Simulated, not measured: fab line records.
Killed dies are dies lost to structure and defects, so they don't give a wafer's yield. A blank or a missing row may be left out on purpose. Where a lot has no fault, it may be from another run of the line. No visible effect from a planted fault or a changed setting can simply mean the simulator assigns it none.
A lot that was struck, set against a sound lot | flow nand_harc | 37 steps out of a route of 1302
Sound: wafers L490.1, L490.2, L490.3. Struck: wafer L503.1 (L503.2, L503.4, from the same lot, were not struck and are left out); the cause is given at the end.
Per side, at each step with rows, come the tool, then ch with its chambers, and then its first start. Under that, the readings that differ: sound wafers | struck wafers | difference of the means | sigmas: that difference in standard deviations of wafers without a fault.
alike: words and numbers the same on both sides, and readings whose means are apart by under 2 such deviations; not compared: readings that were withheld, readings missing a value for some wafer, numbers with overlapping values and no deviation given by the record, and bounds like >300 which may hide the same value.
A row with sigmas, a row that says differs or no value, or rows on one side alone: a step with any of these is where the two part. Non-overlapping numbers with no deviation appear without sigmas and do not part them. Lack of a reading on every wafer of one side parts them only where that side has two or more wafers.

first, 3 steps without rows for these wafers: NHARC_A_STAIRCASE_HM_OPEN_463 (chemistry O2/COS); NHARC_A_STAIRCASE_STRIP_464 (strips in O2/COS); NHARC_A_STAIRCASE_ETCH_453 (etches the open film in CF4/O2, target depth 30 nm, overetch 3 nm, time 16.5 s).
NHARC_A_STAIRCASE_ETCH_315: etches the open film in C4F8/O2/Ar, target depth 2500 nm, time 607.1 s.
  sound: rie_diel-12 ch 1,2,3; struck: rie_diel-02 ch 1
  reading                | sound             | struck | difference | sigmas
  oes_product_au (a.u.)  | 0.936 0.947 0.962 | 0.918  | -0.030     | -3
  rf_hours_counter_h (h) | 40 42 39          | 45     | +5         |
  alike: rf_vpp_V
then, 5 steps without rows for these wafers: NHARC_A_STAIRCASE_STRIP_316 (strips in O2); NHARC_A_STAIRCASE_STRIP_317 (strips in SPM, time 900 s); NHARC_A_STAIRCASE_PRECLEAN_318 (cleans in SC1); NHARC_A_STAIRCASE_SRD_329; NHARC_A_STAIRCASE_ALD_415 (deposits SiO2, target thk 30 nm, pulse time 6 s, ald cycles 300).
NHARC_A_STAIRCASE_ETCHBACK_416: etches the open film in C4F8/O2/Ar, target depth 36 nm, time 7.2 s.
  sound: rie_diel-09 ch 0,1,3; struck: rie_diel-12 ch 0
  reading               | sound          | struck | difference | sigmas
  oes_product_au (a.u.) | 0.99 1.02 1.01 | 0.93   | -0.08      | -2
  alike: rf_vpp_V
  not compared: rf_hours_counter_h
NHARC_A_STAIRCASE_STRIP_476: strips in O2, time 20 s.
  sound on rie_diel-09 ch 0,1,3, day 17 15:39; struck on rie_diel-12 ch 2, day 23 03:04
  alike: drypump_motor_current_A, oes_product_au, rf_vpp_V, showerhead_plenum_p_Torr, throttle_valve_pct
  not compared: rf_hours_counter_h
NHARC_A_STAIRCASE_DEP_417: deposits Si3N4, target thk 60 nm.
  sound on pecvd-01 ch 0,1,2, day 17 15:45; struck on pecvd-02 ch 1, day 23 03:10
  reading            | sound       | struck | difference | sigmas
  heater_power_w (W) | 606 631 650 | 784    | +155       | +3
then, 5 steps without rows for these wafers: NHARC_A_STAIRCASE_WET_418 (chemistry H3PO4, target depth 20 nm); NHARC_A_STAIRCASE_PRECLEAN_419 (cleans in SC1); NHARC_A_STAIRCASE_SRD_421; NHARC_A_STAIRCASE_ALD_420 (deposits SiO2, target thk 20 nm, pulse time 6 s, ald cycles 200); NHARC_A_STAIRCASE_CVD_552 (deposits SiNx, target thk 40 nm).
NHARC_A_STAIRCASE_DEP_151: deposits SiO2, target thk 7200 nm.
  sound on pecvd-01 ch 0,1,2, day 18 02:43; struck on pecvd-03 ch 0, day 23 14:07
  alike: heater_power_w
then, 3 steps without rows for these wafers: NHARC_A_STAIRCASE_ANNEAL_320 (time 1800 s); NHARC_A_STAIRCASE_DEP_322 (deposits SiO2, target thk 7200 nm); NHARC_A_STAIRCASE_ANNEAL_323 (time 1800 s).
NHARC_A_STAIRCASE_DEP_325: deposits SiO2, target thk 7200 nm.
  sound on pecvd-01 ch 0,1,2, day 18 21:02; struck on pecvd-01 ch 0, day 24 07:17
  alike: heater_power_w
then, 14 steps without rows for these wafers: NHARC_A_STAIRCASE_ANNEAL_326 (time 1800 s); NHARC_A_STAIRCASE_DEHYDRATE_433 (time 120 s); NHARC_A_STAIRCASE_HMDS_434 (time 30 s); NHARC_A_STAIRCASE_COAT_435; NHARC_A_STAIRCASE_SOFTBAKE_436 (time 170 s); NHARC_A_STAIRCASE_EBR_437; NHARC_A_STAIRCASE_EXPOSE_438 (exposes mask STAIR REV); NHARC_A_STAIRCASE_PEB_439 (peb time 130 s); NHARC_A_STAIRCASE_DEVELOP_440 (time 140 s); NHARC_A_STAIRCASE_HARDBAKE_442 (time 140 s); NHARC_A_STAIRCASE_DESCUM_443 (chemistry O2, time 3 s); NHARC_A_STAIRCASE_ETCH_444 (etches the open film in C4F8/O2, target depth 20400 nm, time 6800 s); NHARC_A_STAIRCASE_STRIP_446 (strips in O2); NHARC_A_STAIRCASE_STRIP_447 (strips in SPM, time 900 s).
-- jump in the record: it breaks off in module A_STAIRCASE and resumes in module END (first step shown: number 1302 of the route), and 6 days separate the struck wafers' starts before and after --
NHARC_END_SORT_01:
  only the struck wafers appear in the record here, on prober-02 ch 0 at day 30 13:07; the sound ones have no rows

== WHERE THEY PART ==
Earliest at NHARC_A_STAIRCASE_ETCH_315; latest, in this record, at NHARC_END_SORT_01.

WHY: what the simulator had put in
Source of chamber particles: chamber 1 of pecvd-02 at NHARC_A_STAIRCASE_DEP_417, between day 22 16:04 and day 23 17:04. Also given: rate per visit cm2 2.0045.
